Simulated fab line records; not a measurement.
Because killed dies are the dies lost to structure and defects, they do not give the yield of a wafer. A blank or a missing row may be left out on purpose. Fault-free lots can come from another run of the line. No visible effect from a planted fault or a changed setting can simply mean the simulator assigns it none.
fab line records | flow n5Finfet
record: lots: 13 | wafers: 34 | lastDay: 18
route steps=1938 shown MOL_CONTACT_COAG@547 TV_OPEN@1888 PAD_METAL@1894 PASSIVATION@1906
lots that met no fault: taken from a fault-free run of the same line
startH: start of the lot's first displayed wafer, in hours after the record's first day | waitH: hours elapsed since this lot's preceding step | " unchanged from the row above | L1.1+2: a single row standing in for several wafers | - value missing, or start not given | * or withheld: withheld | < > ~ a bound
route shown NAME@n: names a module that has steps shown in the file, with the first one's number in the route | usual: mean and standard deviation over wafers with no fault | same: alike in all rows | chamber/n: place in a boat | sites: each site's reading | _std_site: their standard deviation | _edge_site: the outer-site mean with the inner-site mean subtracted | radiusMm: for every site, how far away it sits from the centre of the wafer | mask NAME#n: copy n | behind: the most recent tool/chamber to have shaped the wafer | hold: reason for holding the lot/hours on hold/outcome of the hold | device: whichever transistor did not switch (one of n, p or np) | end of line: at the end of the route, the tests of the same wafers | step lacking rows: just its recipe | killed: the dies lost at the first sort to structure and to defects; this is not the yield of the wafer | map: dies across one wafer; x = killed, . = not, _ = none there
set.NAME: the setting that was run; set.NAME@STEP: the one run at that earlier step | model.NAME: the simulator's own value behind a step, which no gauge read
steps of the route over a sample of lots; a table a step, a row a wafer
services: from which hour (startH, from the record's first day; less than 0 if before it) a tool's chamber was out of use, for how many hours, and why
== steps ==
step: N5_MOL_CONTACT_COAG_SPUTTER_143
recipe: material: Co | targetThkA: 25 | tempC: 25 | chamberPressurePa: 0.2
usual: substrateTempC: 25.00/0.11 | throttleValvePct: 30.2/1.4
lot.wafer | tool          | chamber | startH | waitH | substrateTempC | throttleValvePct
L429.3    | pvdSputter-02 | -       | 97.48  | 0.0   | 24.96          | 30.6
L429.4    | "             | -       | "      | "     | 24.80          | 29.4
L429.6    | "             | -       | "      | "     | 24.90          | 30.8
L430.1    | pvdSputter-02 | -       | 106.55 | 0.0   | 25.13          | 29.3
L430.2    | "             | -       | "      | "     | 24.99          | 30.9
L430.5    | "             | -       | "      | "     | 25.16          | 30.9
L432.1    | pvdSputter-02 | -       | 114.92 | 0.0   | 25.06          | 30.7
L432.4    | "             | -       | "      | "     | 24.81          | 29.4
L432.5    | "             | -       | "      | "     | 24.89          | 30.1
L433.1    | pvdSputter-01 | -       | 121.64 | 0.0   | 24.88          | 30.8
L433.3    | "             | -       | "      | "     | 24.96          | 30.7
L434.4    | pvdSputter-03 | -       | 127.94 | 0.0   | 24.98          | 33.8
L434.5    | "             | -       | "      | "     | 24.84          | 29.5
L436.4    | pvdSputter-01 | -       | 137.09 | 0.0   | 24.83          | 31.1
L436.5    | "             | -       | "      | "     | 25.34          | 29.6
L437.3    | pvdSputter-02 | -       | 149.14 | 0.0   | 25.06          | 30.8
L437.5    | "             | -       | "      | "     | 25.07          | 30.9
L437.6    | "             | -       | "      | "     | 24.89          | 29.5
L441.3    | pvdSputter-01 | -       | 170.02 | 0.0   | 25.12          | 31.0
L441.4    | "             | -       | "      | "     | 24.90          | 30.7
L441.5    | "             | -       | "      | "     | 25.05          | 29.8
L442.2    | pvdSputter-02 | -       | 174.08 | 0.0   | 24.97          | 29.2
L442.3    | "             | -       | "      | "     | 24.81          | 31.1
L443.1    | pvdSputter-01 | -       | 186.77 | 0.0   | 24.99          | 29.5
L443.3    | "             | -       | "      | "     | 25.00          | 30.8
L443.5    | "             | -       | "      | "     | 25.08          | 30.7
L446.2    | pvdSputter-02 | -       | 200.14 | 0.0   | 25.03          | 30.2
L446.4    | "             | -       | "      | "     | 25.06          | 29.5
L446.6    | "             | -       | "      | "     | 25.11          | 30.1
L448.2    | pvdSputter-03 | -       | 212.20 | 0.0   | 25.36          | 27.4
L448.4    | "             | -       | "      | "     | 25.02          | 33.4
L451.2    | pvdSputter-03 | -       | 231.57 | 0.0   | 24.95          | 33.7
L451.3    | "             | -       | "      | "     | 24.90          | 29.5
L451.6    | "             | -       | "      | "     | 24.97          | 33.7
step: N5_PASSIVATION_VIA_ETCH_13
recipe: chemistry: CHF3/O2 | target: SiO2 | targetDepthA: 6600 | CHF3_flow_sccm: 50 | O2_flow_sccm: 5 | Ar_flow_sccm: 200 | timeS: 330 | maskMaterial: PR | pressureMtorr: 30 | sourceW: 650 | biasW: 170 | ionEnergyEv: 200 | ends: cleared
usual: CHF3_flow_sccm: 49.98/0.15 | drypumpMotorCurrentA: 5.66/0.26 | etchRfOnTimeS: 237/5.1 | oesProductAu: 0.73/0.083 | rfVppV: 528/6.4 | showerheadPlenumPTorr: 2.43/0.073 | throttleValvePct: 18.82/0.21
lot.wafer | tool       | chamber | startH | waitH | CHF3_flow_sccm | drypumpMotorCurrentA | etchRfOnTimeS | oesProductAu | rfHoursCounterH | rfVppV | showerheadPlenumPTorr | throttleValvePct
L430.1    | rieDiel-02 | 0       | 312.45 | 0.0   | 49.94          | 5.30                 | 239           | 0.62         | 223             | 529    | 2.27                  | 18.93
L430.2    | "          | 2       | "      | "     | 50.22          | 5.66                 | 241           | 0.80         | 28              | 529    | 2.46                  | 18.60
L430.5    | "          | 3       | "      | "     | 49.92          | 5.49                 | 239           | 0.80         | -               | 527    | 2.35                  | 18.93
L429.3    | rieDiel-04 | 2       | 312.47 | 0.0   | 49.93          | 5.75                 | 231           | 0.81         | 26              | 521    | 2.38                  | 18.64
L429.4    | "          | 2       | "      | "     | 50.07          | 5.77                 | 235           | 0.80         | -               | 520    | 2.38                  | 18.64
L429.6    | "          | 0       | "      | "     | 49.88          | 5.70                 | 247           | 0.62         | -               | 532    | 2.39                  | 19.34
L433.1    | rieDiel-02 | 3       | 313.31 | 0.0   | 49.92          | 5.47                 | 229           | 0.79         | 29              | 525    | 2.35                  | 18.93
L433.3    | "          | 2       | "      | "     | 49.73          | 5.69                 | 236           | 0.80         | 29              | 530    | 2.46                  | 18.57
L436.4    | rieDiel-04 | 1       | 323.37 | 0.1   | 49.85          | 5.91                 | 242           | 0.63         | -               | 530    | 2.49                  | 18.88
L436.5    | "          | 2       | "      | "     | 50.04          | 5.73                 | 237           | 0.80         | -               | 520    | 2.38                  | 18.63
L434.4    | rieDiel-04 | 1       | 339.86 | 0.0   | 49.82          | 5.94                 | 242           | 0.62         | 219             | 529    | 2.48                  | 18.89
L434.5    | "          | 2       | "      | "     | 49.92          | 5.74                 | 238           | 0.79         | -               | 520    | 2.37                  | 18.65
L432.1    | rieDiel-04 | 0       | 347.70 | 0.0   | 49.91          | 5.68                 | 245           | 0.60         | 235             | 532    | 2.38                  | 19.35
L432.4    | "          | 2       | "      | "     | 50.02          | 5.78                 | 236           | 0.78         | 40              | 520    | 2.37                  | 18.66
L432.5    | "          | 3       | "      | "     | 49.80          | 5.51                 | 239           | 0.86         | -               | 540    | 2.55                  | 18.90
L437.3    | rieDiel-04 | 2       | 356.02 | 0.0   | 50.09          | 5.79                 | 231           | 0.77         | 43              | 520    | 2.37                  | 18.64
L437.5    | "          | 2       | "      | "     | 49.78          | 5.75                 | 234           | 0.77         | -               | 521    | 2.37                  | 18.67
L437.6    | "          | 3       | "      | "     | 50.16          | 5.49                 | 232           | 0.85         | -               | 540    | 2.55                  | 18.92
L443.1    | rieDiel-02 | 1       | 382.53 | 0.1   | 50.19          | 5.82                 | 235           | 0.77         | 40              | 524    | 2.46                  | 18.54
L443.3    | "          | 1       | "      | "     | 49.98          | 5.84                 | 239           | 0.77         | -               | 522    | 2.46                  | 18.54
L443.5    | "          | 1       | "      | "     | 50.25          | 5.81                 | 242           | 0.77         | -               | 523    | 2.46                  | 18.52
L442.2    | rieDiel-02 | 1       | 385.43 | 2.2   | 50.05          | 5.84                 | 238           | 0.77         | 41              | 522    | 2.46                  | 18.54
L442.3    | "          | 2       | "      | "     | 50.02          | 5.65                 | 235           | 0.76         | -               | 529    | 2.45                  | 18.64
L441.3    | rieDiel-04 | 3       | 388.83 | 0.0   | 50.05          | 5.48                 | 232           | 0.84         | 23              | 539    | 2.55                  | 18.92
L441.4    | "          | 1       | "      | "     | 49.84          | 5.92                 | 242           | 0.61         | 235             | 529    | 2.48                  | 18.91
L441.5    | "          | 2       | "      | "     | 49.90          | 5.74                 | 232           | 0.77         | -               | 520    | 2.37                  | 18.69
L446.2    | rieDiel-05 | 0       | 401.93 | 0.0   | 50.01          | 5.34                 | 235           | 0.62         | 230             | 532    | 2.38                  | 18.96
L446.4    | "          | 3       | "      | "     | 49.98          | 6.33                 | 238           | 0.77         | 60              | 536    | 2.54                  | 18.98
L446.6    | "          | 1       | "      | "     | 49.85          | 5.07                 | 236           | 0.71         | -               | 522    | 2.43                  | 18.75
L448.2    | rieDiel-05 | 3       | 402.41 | 0.0   | 49.80          | 6.32                 | 234           | 0.77         | 60              | 537    | 2.54                  | 18.99
L448.4    | "          | 2       | "      | "     | 50.01          | 5.88                 | 242           | 0.63         | 211             | 515    | 2.38                  | 18.79
L451.2    | rieDiel-02 | 1       | 429.30 | 0.0   | 50.09          | 5.85                 | 240           | 0.75         | 59              | 524    | 2.45                  | 18.57
L451.3    | "          | 3       | "      | "     | 50.01          | 5.47                 | 233           | 0.73         | 71              | 524    | 2.34                  | 18.99
L451.6    | "          | 2       | "      | "     | 49.97          | 5.71                 | 234           | 0.75         | -               | 528    | 2.45                  | 18.64
step: N5_PASSIVATION_PRE_CLEAN_19
recipe: gas: H2/He | timeS: * | tempC: *
usual: heaterPowerW: 465/44
lot.wafer | tool          | chamber | startH | waitH | heaterPowerW
L430.1    | pvdSputter-03 | -       | 313.45 | 0.0   | 447
L430.2    | "             | -       | "      | "     | 530
L430.5    | "             | -       | "      | "     | 480
L429.3    | pvdSputter-03 | -       | 313.89 | 0.0   | 529
L429.4    | "             | -       | "      | "     | 447
L429.6    | "             | -       | "      | "     | 439
L433.1    | pvdSputter-03 | -       | 314.41 | 0.0   | 456
L433.3    | "             | -       | "      | "     | 514
L436.4    | pvdSputter-03 | -       | 325.88 | 0.0   | 531
L436.5    | "             | -       | "      | "     | 449
L434.4    | pvdSputter-02 | -       | 340.37 | 0.0   | 456
L434.5    | "             | -       | "      | "     | 459
L432.1    | pvdSputter-01 | -       | 348.28 | 0.0   | 441
L432.4    | "             | -       | "      | "     | 430
L432.5    | "             | -       | "      | "     | 445
L437.3    | pvdSputter-02 | -       | 356.74 | 0.0   | 413
L437.5    | "             | -       | "      | "     | 435
L437.6    | "             | -       | "      | "     | 448
L443.1    | pvdSputter-01 | -       | 383.31 | 0.0   | 431
L443.3    | "             | -       | "      | "     | 364
L443.5    | "             | -       | "      | "     | 532
L442.2    | pvdSputter-01 | -       | 386.93 | 0.0   | 537
L442.3    | "             | -       | "      | "     | 435
L441.3    | pvdSputter-02 | -       | 389.71 | 0.0   | 487
L441.4    | "             | -       | "      | "     | 433
L441.5    | "             | -       | "      | "     | 459
L446.2    | pvdSputter-02 | -       | 402.61 | 0.0   | 473
L446.4    | "             | -       | "      | "     | 454
L446.6    | "             | -       | "      | "     | 414
L448.2    | pvdSputter-02 | -       | 402.97 | 0.0   | 437
L448.4    | "             | -       | "      | "     | 456
L451.2    | pvdSputter-02 | -       | 429.92 | 0.0   | 448
L451.3    | "             | -       | "      | "     | 427
L451.6    | "             | -       | "      | "     | 428
step: N5_PASSIVATION_OVL_MEAS_63
recipe: pointsPerWafer: 44
usual: PAD_OVL: -4/5.9
same: pointsPerWafer: 44
lot.wafer | tool       | chamber | startH | waitH | PAD_OVL[nm]
L430.1    | overlay-01 | 0       | 314.21 | 0.0   | -15
L430.2    | "          | 0       | "      | "     | -5
L430.5    | "          | 0       | "      | "     | -17
L429.3    | overlay-01 | 0       | 314.53 | 0.0   | -6
L429.4    | "          | 0       | "      | "     | -1
L429.6    | "          | 0       | "      | "     | 4
L433.1    | overlay-02 | 0       | 315.05 | 0.0   | -7
L433.3    | "          | 0       | "      | "     | -2
L436.4    | overlay-01 | 0       | 326.50 | 0.0   | -5
L436.5    | "          | 0       | "      | "     | 6
L434.4    | overlay-02 | 0       | 341.14 | 0.0   | -9
L434.5    | "          | 0       | "      | "     | -3
L432.1    | overlay-02 | 0       | 348.92 | 0.0   | -9
L432.4    | "          | 0       | "      | "     | -7
L432.5    | "          | 0       | "      | "     | -12
L437.3    | overlay-02 | 0       | 357.51 | 0.0   | -16
L437.5    | "          | 0       | "      | "     | -14
L437.6    | "          | 0       | "      | "     | -8
L443.1    | overlay-02 | 0       | 383.95 | 0.0   | -3
L443.3    | "          | 0       | "      | "     | 2
L443.5    | "          | 0       | "      | "     | 2
L442.2    | overlay-02 | 0       | 387.57 | 0.0   | 0
L442.3    | "          | 0       | "      | "     | -1
L441.3    | overlay-02 | 0       | 390.48 | 0.0   | -13
L441.4    | "          | 0       | "      | "     | -6
L441.5    | "          | 0       | "      | "     | -14
L446.2    | overlay-02 | 0       | 403.27 | 0.0   | -2
L446.4    | "          | 0       | "      | "     | -8
L446.6    | "          | 0       | "      | "     | -1
L448.2    | overlay-01 | 0       | 403.61 | 0.0   | -12
L448.4    | "          | 0       | "      | "     | -16
L451.2    | overlay-01 | 0       | 430.56 | 0.0   | 1
L451.3    | "          | 0       | "      | "     | -1
L451.6    | "          | 0       | "      | "     | -1
step: N5_PASSIVATION_PROBE_49
usual: killed_at_M0_to_M3: 35/11 | killed_at_M4_up: 14/5.4 | killedAtContacts: 13/6 | killedAtFrontEnd: 38/11 | killedAtOther: 3.4/2.6 | killedDies: 104/19 | killedOpen: 68/13 | killedShort: 34/8.5
same: grossDies: 1180 | killedAtBackSide: 0
lot.wafer | tool      | chamber | startH | waitH | killed_at_M0_to_M3 | killed_at_M4_up | killedAtContacts | killedAtFrontEnd | killedAtOther | killedDies | killedOpen | killedShort
L443.1    | prober-02 | -       | 389.38 | 0.0   | 30                 | 14              | 160              | 40               | 8             | 252        | 73         | 34
L443.3    | prober-02 | -       | 389.48 | 0.1   | 42                 | 13              | 5                | 56               | 5             | 121        | 90         | 31
L443.5    | prober-02 | -       | 389.58 | 0.2   | 24                 | 20              | 26               | 42               | 4             | 116        | 80         | 32
L442.2    | prober-01 | -       | 393.10 | 0.1   | 29                 | 14              | 3                | 41               | 5             | 92         | 60         | 32
L442.3    | prober-01 | -       | 393.15 | 0.1   | 34                 | 15              | 23               | 34               | 0             | 106        | 74         | 31
L441.3    | prober-01 | -       | 395.66 | 0.1   | 44                 | 6               | 20               | 36               | 6             | 112        | 75         | 34
L441.4    | prober-01 | -       | 395.71 | 0.2   | 30                 | 12              | 17               | 21               | 1             | 81         | 51         | 27
L441.5    | prober-01 | -       | 395.76 | 0.2   | 39                 | 15              | 160              | 19               | 6             | 239        | 58         | 30
killed by level:class
L443.1 MOL_CONTACT_COAG:unspecified=145 FIN_SAQP:geometricParticle:open=14 MOL_CONTACT_COAG:geometricParticle:open=13 BEOL_M2:geometricParticle:open=9 BEOL_M4:geometricParticle:open=7 STI_FIN_REVEAL:geometricParticle:open=6 BEOL_M1:geometricParticle:open=6 PAD_METAL:geometricParticle:open=4
L443.3 STI_FIN_REVEAL:geometricParticle:open=19 BEOL_M2:geometricParticle:open=12 GATE_CUT:geometricParticle:short=9 BEOL_M0_SAQP:geometricParticle:open=7 BEOL_M0:geometricParticle:open=6 BEOL_M0_SAQP:geometricParticle:short=5 BEOL_M4:geometricParticle:open=5 STARTING-WAFER:geometricParticle:open=5
L443.5 MOL_CONTACT_COAG:geometricParticle:open=21 BEOL_M4:geometricParticle:open=11 STI_FIN_REVEAL:geometricParticle:open=9 BEOL_M2:geometricParticle:open=9 FIN_SAQP:geometricParticle:short=6 DUMMY_GATE:geometricParticle:open=6 GATE_CUT:geometricParticle:short=5 MOL_CONTACT_COAG:geometricParticle:short=5
L442.2 BEOL_M1:geometricParticle:open=13 FIN_SAQP:geometricParticle:open=10 GATE_CUT:geometricParticle:short=10 BEOL_M4:geometricParticle:open=9 STI_FIN_REVEAL:geometricParticle:open=5 BEOL_M0_SAQP:geometricParticle:short=5 STI_FIN_REVEAL:geometricParticle:short=4 BEOL_M0:geometricParticle:open=4
L442.3 MOL_CONTACT_COAG:geometricParticle:open=21 FIN_SAQP:geometricParticle:open=11 BEOL_M0_SAQP:geometricParticle:short=9 BEOL_M4:geometricParticle:open=9 BEOL_M0_SAQP:geometricParticle:open=8 BEOL_M1:geometricParticle:open=6 BEOL_M2:geometricParticle:open=6 FIN_SAQP:geometricParticle:short=5
L441.3 MOL_CONTACT_COAG:geometricParticle:open=19 BEOL_M2:geometricParticle:open=9 STI_FIN_REVEAL:geometricParticle:open=8 BEOL_M0_SAQP:geometricParticle:open=8 BEOL_M1:geometricParticle:open=6 BEOL_M2:geometricParticle:short=6 FIN_SAQP:geometricParticle:short=5 ILD0:geometricParticle:short=5
L441.4 MOL_CONTACT_COAG:geometricParticle:open=14 BEOL_M2:geometricParticle:open=7 BEOL_M3:geometricParticle:open=7 BEOL_M0_SAQP:geometricParticle:short=6 FIN_SAQP:geometricParticle:short=5 BEOL_M0_SAQP:geometricParticle:open=5 DUMMY_GATE:geometricParticle:open=4 BEOL_M7:geometricParticle:open=4
L441.5 MOL_CONTACT_COAG:unspecified=151 BEOL_M0_SAQP:geometricParticle:short=8 MOL_CONTACT_COAG:geometricParticle:open=7 BEOL_M0_SAQP:geometricParticle:open=7 STI_FIN_REVEAL:geometricParticle:open=6 BEOL_M3:geometricParticle:open=6 BEOL_M2:geometricParticle:short=5 BEOL_M4:geometricParticle:open=5
== services ==
tool          | chamber | startH | hours | kind
rieDiel-05    | 2       | 115.35 | 6.4   | repair
rieDiel-04    | 3       | 129.24 | 4.7   | repair
rieDiel-05    | 3       | 129.79 | 4.6   | repair
rieDiel-02    | 3       | 158.29 | 9.1   | repair
pvdSputter-02 | -       | 159.51 | 2.8   | repair
rieDiel-02    | 1       | 189.70 | 2.6   | repair
rieDiel-04    | 2       | 193.49 | -     | clean
rieDiel-04    | 2       | 193.49 | -     | consumableReplace:focusRing
rieDiel-04    | 2       | 193.49 | 13.0  | scheduledDown
rieDiel-04    | 2       | 193.49 | 13.0  | ventCycle
pvdSputter-02 | -       | 207.13 | 4.6   | repair
rieDiel-04    | 0       | 207.73 | 1.7   | repair
pvdSputter-03 | -       | 239.40 | 1.2   | repair
rieDiel-04    | 2       | 240.24 | 10.5  | repair
rieDiel-02    | -       | 257.01 | 2.8   | pm
rieDiel-02    | 3       | 261.30 | 17.6  | repair
rieDiel-04    | 3       | 301.26 | -     | clean
rieDiel-02    | 1       | 307.24 | 11.4  | repair
rieDiel-05    | -       | 330.98 | 14.6  | pm
pvdSputter-01 | -       | 352.83 | 2.6   | repair
rieDiel-05    | -       | 379.52 | 0.5   | repair
rieDiel-02    | 3       | 381.15 | 5.7   | repair
rieDiel-02    | 2       | 400.52 | 7.9   | repair
pvdSputter-01 | -       | 414.53 | 1.3   | repair
== key ==
firstSign: step: N5_PASSIVATION_PROBE_49 | reading: killedAtContacts | direction: up | sigmas: 24 | usual: 13 | struck: 160
effect: step: N5_PASSIVATION_PROBE_49 | reading: killedDies | direction: up | sigmas: 7.5 | usual: 104 | struck: 246
moreKillsBornAt: N5_MOL_CONTACT_COAG_SPUTTER_143@pvdSputter-01: 296
metAt N5_MOL_CONTACT_COAG_SPUTTER_143
struckLots L441,L443
struckWafers L441.5,L443.1
testerLeftOut L441,L443
notActingAt N5_PASSIVATION_VIA_ETCH_13,N5_PASSIVATION_PRE_CLEAN_19,N5_PASSIVATION_OVL_MEAS_63
onsetBetween 137.09 170.02
fault: kind: chamberParticleSource | tool: pvdSputter-01 | chamber: - | onsetH: 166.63 | steps: N5_MOL_CONTACT_COAG_SPUTTER_143 | ratePerVisitCm2: 1.4917 | endH: 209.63 | scope: struckWafersOnly
testerLeftOut: of these lots the tester's yield and bins aren't shown, on N5 and GAA mostly nor the transistor test; their killed dies are dies lost to structure and defects alone, not to doping, threshold or leakage, so they don't give the yield
